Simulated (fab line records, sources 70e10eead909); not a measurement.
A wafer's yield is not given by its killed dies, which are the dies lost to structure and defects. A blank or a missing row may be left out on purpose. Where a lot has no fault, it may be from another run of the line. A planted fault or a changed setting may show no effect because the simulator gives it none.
Which of the tools did it? ; flow nand harc ; 24 lots, 72 wafers sampled, at 6 steps of a route of 1302

== WHAT THE GAUGES READ, wafer by wafer ==
NHARC_A_BONDPAD_CD_MEAS_13. Usual: cd nm 500.0 nm, standard deviation 1.7.
lot;measured;on;cd nm (nm);flag
L075;day 22 23:58;cd sem-03;497.7 499.1 499.4;
L074;day 23 15:47;cd sem-03;500.1 498.8 501.1;
L077;day 24 02:43;cd sem-03;498.3 499.5 498.6;
L078;day 24 09:49;cd sem-01;499.3 497.7 496.7;
L079;day 24 10:01;cd sem-03;498.8 501.3 501.1;
L076;day 24 14:14;cd sem-03;501.7 501.0 499.6;
L080;day 25 06:52;cd sem-01;498.5 502.2 499.0;
L082;day 26 13:09;cd sem-01;503.0 500.7 500.7;
L081;day 26 16:51;cd sem-02;501.2 499.8 501.3;
L083;day 27 01:50;cd sem-01;499.9 499.0 501.7;
L084;day 28 03:23;cd sem-01;499.3 498.5 500.0;
L086;day 28 06:15;cd sem-03;498.9 500.9 499.8;
L085;day 28 09:05;cd sem-01;502.8 501.3 502.1;
L087;day 28 10:52;cd sem-03;503.5 498.8 500.6;
L088;day 28 17:01;cd sem-01;502.3 500.5 500.6;
L089;day 28 18:20;cd sem-03;499.7 500.1 500.1;
L091;day 30 08:40;cd sem-01;500.1 500.1 500.9;
L090;day 30 13:05;cd sem-03;500.7 501.4 502.7;
L092;day 30 15:15;cd sem-02;499.5 499.2 497.3;
L093;day 31 07:32;cd sem-01;497.7 494.5 494.2;
L095;day 31 14:36;cd sem-03;501.0 498.7 498.4;
L094;day 31 15:07;cd sem-01;498.6 498.9 499.3;
L096;day 32 01:55;cd sem-01;502.0 503.9 500.4;
L097;day 32 20:52;cd sem-03;498.7 499.3 499.5;

== WHICH TOOL RAN EACH LOT (tool, then ch and the chambers of the sampled wafers, then the start) ==
lot;NHARC_A_CONTACT_CMP_20;NHARC_A_BLC_ETCH_16;NHARC_A_BLC_STRIP_29;NHARC_A_BLC_PVD_32;NHARC_A_BONDPAD_ETCH_34
L075;cmp-01 ch 2,3, day 22 09:35;rie diel-13 ch 1,2,3, day 22 10:46;rie diel-06 ch 1,3, day 22 11:43;pvd sputter-01, day 22 23:44 or earlier;rie diel-11 ch 1,3, day 22 23:44
L074;cmp-01 ch 0,1, day 23 01:43;rie diel-13 ch 1,2,3, day 23 02:53;rie diel-06 ch 0,1, day 23 03:52;pvd sputter-02, day 23 15:33 or earlier;rie diel-10 ch 2,3, day 23 15:33
L077;cmp-01 ch 2,3, day 23 12:13;rie diel-06 ch 1,2, day 23 13:25;rie diel-13 ch 0,2,3, day 23 14:22;pvd sputter-02, day 24 02:30 or earlier;rie diel-10 ch 0,2, day 24 02:30
L078;cmp-03 ch 0,1,2, day 23 18:46;rie diel-13 ch 2,3, day 23 19:54;rie diel-02 ch 1,2, day 23 20:51;pvd sputter-02, day 24 09:35 or earlier;rie diel-10 ch 1,2, day 24 09:35
L079;cmp-04 ch 0,1,3, day 23 19:15;rie diel-06 ch 1,2, day 23 20:27;rie diel-13 ch 0,2,3, day 23 21:28;pvd sputter-01, day 24 09:45 or earlier;rie diel-04 ch 1,3, day 24 09:45
L076;cmp-03 ch 0,2,3, day 23 23:46;rie diel-06 ch 0,2,3, day 24 00:55;rie diel-13 ch 0,1,3, day 24 01:53;pvd sputter-03, day 24 14:01 or earlier;rie diel-11 ch 1,2,3, day 24 14:01
L080;cmp-03 ch 1,2,3, day 24 16:20;rie diel-06 ch 0,3, day 24 17:30;rie diel-13 ch 0,2, day 24 18:28;pvd sputter-02, day 25 06:38 or earlier;rie diel-11 ch 0,2, day 25 06:38
L082;cmp-01 ch 1,2,3, day 25 22:55;rie diel-13 ch 1,2,3, day 26 00:05;rie diel-06 ch 0,1,2, day 26 01:02;pvd sputter-02, day 26 12:55 or earlier;rie diel-11 ch 1,2,3, day 26 12:55
L081;cmp-03 ch 0,2,3, day 26 02:44;rie diel-06 ch 1,3, day 26 03:52;rie diel-13 ch 0,3, day 26 04:49;pvd sputter-02, day 26 16:38 or earlier;rie diel-11 ch 0,2,3, day 26 16:38
L083;cmp-01 ch 2,3, day 26 11:45;rie diel-06 ch 0,3, day 26 12:47;rie diel-13 ch 0,1, day 26 13:44;pvd sputter-03, day 27 01:38 or earlier;rie diel-10 ch 0,2,3, day 27 01:38
L084;cmp-01 ch 2,3, day 27 13:16;rie diel-06 ch 2,3, day 27 14:25;rie diel-06 ch 0,1,3, day 27 15:23;pvd sputter-03, day 28 03:08 or earlier;rie diel-11 ch 2,3, day 28 03:08
L086;cmp-04 ch 0,3, day 27 14:52;rie diel-06 ch 0,3, day 27 16:02;rie diel-13 ch 2,3, day 27 17:19;pvd sputter-03, day 28 06:02 or earlier;rie diel-10 ch 0,1,2, day 28 06:02
L085;cmp-03 ch 2,3, day 27 18:56;rie diel-13 ch 1,2, day 27 20:08;rie diel-06 ch 0,1,3, day 27 21:06;pvd sputter-03, day 28 08:52 or earlier;rie diel-10 ch 1,3, day 28 08:52
L087;cmp-03 ch 1,3, day 27 20:46;rie diel-13 ch 1,3, day 27 21:55;rie diel-06 ch 0,1, day 27 22:52;pvd sputter-03, day 28 10:38 or earlier;rie diel-10 ch 0,2, day 28 10:38
L088;cmp-03 ch 1,3, day 28 02:23;rie diel-06 ch 0,1,3, day 28 03:26;rie diel-13 ch 0,2,3, day 28 04:25;pvd sputter-01, day 28 16:48 or earlier;rie diel-10 ch 0,1,3, day 28 16:48
L089;cmp-04 ch 2,3, day 28 04:08;rie diel-06 ch 0,1, day 28 05:20;rie diel-13 ch 1,2, day 28 06:17;pvd sputter-01, day 28 18:07 or earlier;rie diel-11 ch 0,1,2, day 28 18:07
L091;cmp-03 ch 0,1,3, day 29 18:37;rie diel-13 ch 0,2,3, day 29 19:36;rie diel-06 ch 0,2,3, day 29 20:35;pvd sputter-03, day 30 08:25 or earlier;rie diel-11 ch 2,3, day 30 08:25
L090;cmp-03 ch 0,1,2, day 29 22:54;rie diel-06 ch 0,2, day 30 00:07;rie diel-02 ch 0,3, day 30 01:05;pvd sputter-03, day 30 12:52 or earlier;rie diel-11 ch 2,3, day 30 12:52
L092;cmp-03 ch 1,2, day 30 00:58;rie diel-06 ch 0,1,3, day 30 02:09;rie diel-06 ch 1,3, day 30 03:06;pvd sputter-02, day 30 15:01 or earlier;rie diel-10 ch 0,2, day 30 15:01
L093;cmp-01 ch 0,1,2, day 30 17:31;rie diel-13 ch 1,2,3, day 30 18:32;rie diel-13 ch 0,1, day 30 19:29;pvd sputter-02, day 31 07:18 or earlier;rie diel-11 ch 0,1,3, day 31 07:18
L095;cmp-01 ch 0,1,3, day 30 22:59;rie diel-06 ch 0,1,3, day 31 00:10;rie diel-13 ch 0,2,3, day 31 01:07;pvd sputter-03, day 31 14:22 or earlier;rie diel-04 ch 0,2,3, day 31 14:22
L094;cmp-04 ch 0,2, day 31 00:38;rie diel-06 ch 0,1,3, day 31 01:47;rie diel-13 ch 1,2, day 31 02:44;pvd sputter-02, day 31 14:53 or earlier;rie diel-10 ch 1,2, day 31 14:53
L096;cmp-03 ch 0,1,3, day 31 11:27;rie diel-13 ch 1,2,3, day 31 12:37;rie diel-06 ch 1,2,3, day 31 13:35;pvd sputter-02, day 32 01:41 or earlier;rie diel-11 ch 1,2,3, day 32 01:41
L097;cmp-01 ch 1,2,3, day 32 06:35;rie diel-13 ch 2,3, day 32 07:42;rie diel-06 ch 2,3, day 32 08:43;pvd sputter-01, day 32 20:37 or earlier;rie diel-11 ch 0,3, day 32 20:37
- NHARC_A_CONTACT_CMP_20: polishes, t overpolish 30 s, target thk 300 nm.
- NHARC_A_BLC_ETCH_16: etches the open film in CF4, target depth 39 nm, time 65 s.
- NHARC_A_BLC_STRIP_29: strips in CF4.
- NHARC_A_BLC_PVD_32: deposits Ti, target thk 5 nm, time 17.7 s.
- NHARC_A_BONDPAD_ETCH_34: etches the open film in N2/H2, target depth 60 nm, overetch 18 nm, time 65.91 s.

== AS READ BY THE TOOLS THEMSELVES (means over the sampled wafers that have a number; for cases with no such wafer, the mark the record gives instead) ==
NHARC_A_CONTACT_CMP_20. Usual: motor current A 12.1 A, standard deviation 1.5; overpolish run s 30.001 s, standard deviation 0.0094; slurry filter dp kPa 13.50 kPa, standard deviation 0.15; time to endpoint s 60.3 s, standard deviation 2.6.
lot;tool;motor current A (A);overpolish run s (s);slurry filter dp kPa (kPa);time to endpoint s (s);flag
L075;cmp-01;13.4;29.997;13.61;59.9;
L074;cmp-01;11.8;29.993;13.61;63.7;
L077;cmp-01;13.9;29.987;13.40;60.8;
L078;cmp-03;11.2;29.994;13.42;55.4;
L079;cmp-04;11.4;30.009;13.53;57.7;
L076;cmp-03;11.6;30.006;13.50;60.1;
L080;cmp-03;11.8;30.002;13.42;60.3;
L082;cmp-01;13.9;30.004;13.57;62.1;
L081;cmp-03;11.8;29.995;13.60;62.2;
L083;cmp-01;13.7;30.005;13.58;60.9;
L084;cmp-01;13.5;29.993;13.30;60.4;
L086;cmp-04;13.2;29.998;13.45;56.3;
L085;cmp-03;11.9;29.995;13.50;63.0;
L087;cmp-03;10.6;30.005;13.38;62.5;
L088;cmp-03;11.3;30.004;13.49;64.9;
L089;cmp-04;10.8;30.004;13.42;58.8;
L091;cmp-03;10.9;30.006;13.58;60.2;
L090;cmp-03;11.5;29.995;13.49;59.9;
L092;cmp-03;12.2;30.001;13.45;61.5;
L093;cmp-01;13.1;29.997;13.60;61.0;
L095;cmp-01;12.8;30.013;13.61;60.5;
L094;cmp-04;13.1;29.995;13.57;58.9;
L096;cmp-03;11.1;30.006;13.62;61.3;
L097;cmp-01;13.7;29.997;13.44;59.6;

NHARC_A_BLC_ETCH_16. Usual: drypump motor current A 5.5 A, standard deviation 0.47; oes product au 1.000 a.u., standard deviation 0.0071; rf vpp V 151.0 V, standard deviation 0.92; showerhead plenum p Torr 1.738 Torr, standard deviation 0.028; throttle valve pct 13.284 %, standard deviation 0.0092.
lot;tool;drypump motor current A (A);oes product au (a.u.);rf vpp V (V);showerhead plenum p Torr (Torr);throttle valve pct (%);flag
L075;rie diel-13;5.4;1.000;151.6;1.750;13.282;
L074;rie diel-13;5.4;0.994;151.6;1.750;13.284;
L077;rie diel-06;5.5;1.002;151.0;1.740;13.287;
L078;rie diel-13;5.6;0.995;151.1;1.755;13.290;
L079;rie diel-06;5.5;0.998;151.5;1.739;13.283;
L076;rie diel-06;5.5;0.996;151.2;1.744;13.279;
L080;rie diel-06;5.2;0.998;151.8;1.743;13.293;
L082;rie diel-13;5.4;1.002;150.8;1.749;13.277;
L081;rie diel-06;5.9;1.002;150.4;1.724;13.289;
L083;rie diel-06;5.7;0.997;151.1;1.735;13.284;
L084;rie diel-06;5.7;0.997;151.2;1.742;13.291;
L086;rie diel-06;5.2;1.002;152.1;1.741;13.283;
L085;rie diel-13;5.2;0.996;151.2;1.743;13.281;
L087;rie diel-13;5.3;0.998;150.3;1.716;13.287;
L088;rie diel-06;5.5;1.005;150.7;1.729;13.289;
L089;rie diel-06;5.3;1.005;150.3;1.724;13.278;
L091;rie diel-13;5.8;0.996;150.3;1.750;13.288;
L090;rie diel-06;5.0;0.998;150.6;1.746;13.285;
L092;rie diel-06;5.5;1.007;151.4;1.728;13.290;
L093;rie diel-13;5.4;0.993;151.0;1.747;13.274;
L095;rie diel-06;5.5;1.001;151.2;1.728;13.286;
L094;rie diel-06;5.5;1.008;150.4;1.727;13.286;
L096;rie diel-13;5.4;0.997;150.4;1.746;13.277;
L097;rie diel-13;5.5;1.004;151.1;1.779;13.274;

NHARC_A_BLC_STRIP_29. Usual: drypump motor current A 5.6 A, standard deviation 0.45; oes product au 1.000 a.u., standard deviation 0.0069; rf vpp V 59.2 V, standard deviation 0.89; showerhead plenum p Torr 1.74 Torr, standard deviation 0.04; throttle valve pct 13.284 %, standard deviation 0.0089.
lot;tool;drypump motor current A (A);oes product au (a.u.);rf vpp V (V);showerhead plenum p Torr (Torr);throttle valve pct (%);flag
L075;rie diel-06;5.9;0.995;59.1;1.73;13.282;
L074;rie diel-06;5.3;0.999;59.4;1.73;13.289;
L077;rie diel-13;5.8;0.997;58.9;1.75;13.285;
L078;rie diel-02;5.7;1.002;59.5;1.81;13.282;
L079;rie diel-13;5.8;1.002;59.2;1.75;13.284;
L076;rie diel-13;5.7;0.996;59.3;1.72;13.286;
L080;rie diel-13;5.7;0.993;60.3;1.78;13.280;
L082;rie diel-06;5.3;1.000;59.0;1.74;13.288;
L081;rie diel-13;6.1;0.998;59.6;1.72;13.283;
L083;rie diel-13;5.5;0.997;59.4;1.71;13.292;
L084;rie diel-06;5.5;0.995;59.6;1.73;13.276;
L086;rie diel-13;5.5;0.987;59.2;1.78;13.280;
L085;rie diel-06;5.5;1.000;59.2;1.73;13.275;
L087;rie diel-06;5.3;1.008;59.8;1.72;13.290;
L088;rie diel-13;5.9;0.995;58.3;1.75;13.283;
L089;rie diel-13;5.2;1.005;58.7;1.74;13.283;
L091;rie diel-06;5.5;1.006;60.0;1.74;13.281;
L090;rie diel-02;5.4;1.012;58.8;1.65;13.289;
L092;rie diel-06;5.9;1.001;59.4;1.72;13.279;
L093;rie diel-13;5.5;1.009;59.0;1.71;13.277;
L095;rie diel-13;5.8;1.002;58.2;1.75;13.286;
L094;rie diel-13;5.2;1.001;58.7;1.74;13.287;
L096;rie diel-06;5.7;1.004;58.9;1.73;13.279;
L097;rie diel-06;5.9;1.005;58.8;1.73;13.279;

NHARC_A_BLC_PVD_32. Usual: throttle valve pct 30.1 %, standard deviation 1.2.
lot;tool;throttle valve pct (%);flag
L075;pvd sputter-01;28.2;
L074;pvd sputter-02;30.8;
L077;pvd sputter-02;30.6;
L078;pvd sputter-02;30.6;
L079;pvd sputter-01;29.4;
L076;pvd sputter-03;30.1;
L080;pvd sputter-02;29.7;
L082;pvd sputter-02;30.4;
L081;pvd sputter-02;31.4;
L083;pvd sputter-03;29.0;
L084;pvd sputter-03;29.0;
L086;pvd sputter-03;30.0;
L085;pvd sputter-03;29.3;
L087;pvd sputter-03;30.1;
L088;pvd sputter-01;28.4;
L089;pvd sputter-01;29.2;
L091;pvd sputter-03;29.3;
L090;pvd sputter-03;30.3;
L092;pvd sputter-02;31.1;
L093;pvd sputter-02;30.7;
L095;pvd sputter-03;30.1;
L094;pvd sputter-02;31.5;
L096;pvd sputter-02;31.1;
L097;pvd sputter-01;29.0;

NHARC_A_BONDPAD_ETCH_34. Usual: drypump motor current A 5.8 A, standard deviation 0.36; n2 flow sccm 150.0 sccm, standard deviation 0.47; oes product au 1.000 a.u., standard deviation 0.0066; rf vpp V 431 V, standard deviation 3.2; showerhead plenum p Torr 2.06 Torr, standard deviation 0.11; throttle valve pct 14.172 %, standard deviation 0.01.
lot;tool;drypump motor current A (A);n2 flow sccm (sccm);oes product au (a.u.);rf vpp V (V);showerhead plenum p Torr (Torr);throttle valve pct (%);flag
L075;rie diel-11;5.4;150.2;0.997;433;2.18;14.165;
L074;rie diel-10;6.0;150.3;0.998;432;2.06;14.168;
L077;rie diel-10;5.8;150.0;1.007;432;2.09;14.173;
L078;rie diel-10;5.9;149.3;0.999;430;2.01;14.178;
L079;rie diel-04;5.9;150.4;0.999;430;2.00;14.171;
L076;rie diel-11;5.5;150.3;1.001;431;2.10;14.164;
L080;rie diel-11;5.8;150.0;0.993;428;1.93;14.177;
L082;rie diel-11;5.5;150.2;0.995;432;2.09;14.179;
L081;rie diel-11;5.6;150.0;0.998;429;2.02;14.173;
L083;rie diel-10;6.0;150.1;1.000;431;2.08;14.163;
L084;rie diel-11;5.5;149.5;1.010;429;2.02;14.171;
L086;rie diel-10;5.9;150.0;0.997;434;2.14;14.167;
L085;rie diel-10;6.3;150.1;0.993;432;2.10;14.164;
L087;rie diel-10;5.8;149.4;0.998;431;2.09;14.180;
L088;rie diel-10;6.1;149.9;1.000;433;2.13;14.172;
L089;rie diel-11;5.7;150.0;0.999;429;2.01;14.161;
L091;rie diel-11;5.5;150.3;1.007;430;2.02;14.177;
L090;rie diel-11;5.5;149.9;1.004;430;2.02;14.176;
L092;rie diel-10;5.8;150.1;1.000;431;2.08;14.177;
L093;rie diel-11;5.5;150.8;1.008;432;2.09;14.171;
L095;rie diel-04;5.6;150.4;1.008;428;1.95;14.169;
L094;rie diel-10;6.1;149.5;0.995;433;2.16;14.168;
L096;rie diel-11;5.4;150.0;1.002;433;2.09;14.176;
L097;rie diel-11;5.7;150.1;1.000;430;2.02;14.169;

== THE ANSWER, worked out from the rows above alone ==
Rule: lot off if the mean of its wafers having a number is beyond 3 standard deviations from the usual mean. Also off: a lot with no number at a reading for which 4 or more lots have one. The other lots that the step has rows for count as sound. First the gauges in route order, then the tools' own readings, where a lot's mean is used as printed above. At the first step where some lot is off, the reading lying furthest off is the one used; lots without a number count as furthest.
Across all readings shown, no lot is off: no conclusion can be drawn from this.

== WHAT HAD BEEN PUT IN BY THE SIMULATOR ==
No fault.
